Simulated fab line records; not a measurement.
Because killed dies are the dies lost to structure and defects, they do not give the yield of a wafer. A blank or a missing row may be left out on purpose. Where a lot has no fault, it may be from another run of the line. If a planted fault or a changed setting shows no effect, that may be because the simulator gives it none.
Matching of chambers -- flow n5 finfet -- cvd co-01 running N5_BEOL_M0_CO_CAP_123: 3 sister chambers
The step material Co, precursor CCTBA/H2, target thk 2 nm, time 102.1 s. 6 wafers are shown with their chamber, then 9 later ones without.

== WAFERS WITH THEIR CHAMBER ==
wafer,chamber,heater power w (W)
L079.4,0,220
L079.5,2,262
L081.4,0,219
L087.2,2,261
L087.3,1,223
L087.4,1,219

== WAFERS WITHOUT THEIR CHAMBER ==
wafer,heater power w (W)
L086.1,257
L086.2,225
L086.5,230
L089.1,224
L089.4,232
L089.6,266
L092.3,227
L092.4,226
L092.6,251

== CHAMBER TAKEN BY EACH ==
wafer,from the rows above,in truth
L086.1,2,2
L086.2,can't be placed: 1 or 0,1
L086.5,can't be placed: 1 or 0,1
L089.1,can't be placed: 1 or 0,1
L089.4,can't be placed: 1 or 0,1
L089.6,2,2
L092.3,can't be placed: 1 or 0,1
L092.4,can't be placed: 1 or 0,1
L092.6,2,2
Correctly placed: 3 of 9. Can't be placed from these rows: 6 (the true chamber is among the candidates in 6). Number placed wrongly: 0.
How it was worked out, from the rows above alone: a wafer's distance from a chamber is the root of the sum, over the readings, of the square of ((its reading less the chamber's mean) divided by the reading's scatter). If the next closest chamber is less than 2 further off than the closest, the wafer can't be placed; otherwise it belongs to the closest. A chamber's mean is the mean of its shown wafers. The scatter: the root of (the sum of the squares of (reading less its chamber's mean) over the shown wafers, divided by (wafers less chambers)).
